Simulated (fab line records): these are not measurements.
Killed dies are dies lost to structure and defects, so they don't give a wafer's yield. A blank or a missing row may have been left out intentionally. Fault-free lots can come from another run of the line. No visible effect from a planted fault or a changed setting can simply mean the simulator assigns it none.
Chamber matching ; flow nand harc ; rie diel-05 running NHARC_P_M2_STRIP_18: 4 sister chambers
The step strips in N2/H2. 8 wafers are shown with their chamber, then 12 later ones without.

EACH WAFER AND ITS CHAMBER
wafer;chamber;rf vpp V (V);oes product au (a.u.)
L078.6;2;90.9;0.999
L086.1;2;89.3;0.999
L086.5;1;89.0;0.983
L088.2;1;88.4;1.006
L088.3;3;90.8;0.987
L091.1;3;90.8;0.986
L091.2;0;91.3;1.001
L091.6;0;92.0;1.004

WAFERS WITHOUT THEIR CHAMBER
wafer;rf vpp V (V);oes product au (a.u.)
L092.2;89.4;0.995
L092.5;89.6;0.989
L092.6;91.1;0.993
L094.1;90.2;0.996
L094.3;92.5;1.005
L094.4;89.7;0.998
L095.2;91.3;0.985
L095.3;92.4;0.997
L095.6;91.3;0.995
L096.4;92.7;1.007
L096.5;91.7;1.000
L096.6;91.5;1.012

THE CHAMBER EACH PASSED THROUGH
wafer;from the rows above;in truth
L092.2;can't be placed: 1 or 2 or 3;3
L092.5;can't be placed: 2 or 1 or 3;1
L092.6;can't be placed: 3 or 0 or 2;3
L094.1;can't be placed: 2 or 3 or 1 or 0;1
L094.3;0;0
L094.4;can't be placed: 2 or 1 or 3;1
L095.2;can't be placed: 3 or 0 or 2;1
L095.3;can't be placed: 0 or 3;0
L095.6;can't be placed: 0 or 3 or 2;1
L096.4;0;0
L096.5;can't be placed: 0 or 3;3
L096.6;can't be placed: 0 or 2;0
Correctly placed: 2 of 12. From these rows, 10 cannot be placed; in 8 the true chamber is one of the candidates. Number placed wrongly: 0.
How it was worked out, from the rows above alone: a wafer's distance from a chamber is the root of the sum, over the readings, of the square of ((its reading less the chamber's mean) divided by the reading's scatter). If the next closest chamber is less than 2 further off than the closest, the wafer can't be placed; otherwise it belongs to the closest. A chamber's mean is the mean of its shown wafers. The scatter is the square root of a quotient: the sum, over the shown wafers, of each reading's squared deviation from its chamber's mean, divided by wafers minus chambers.
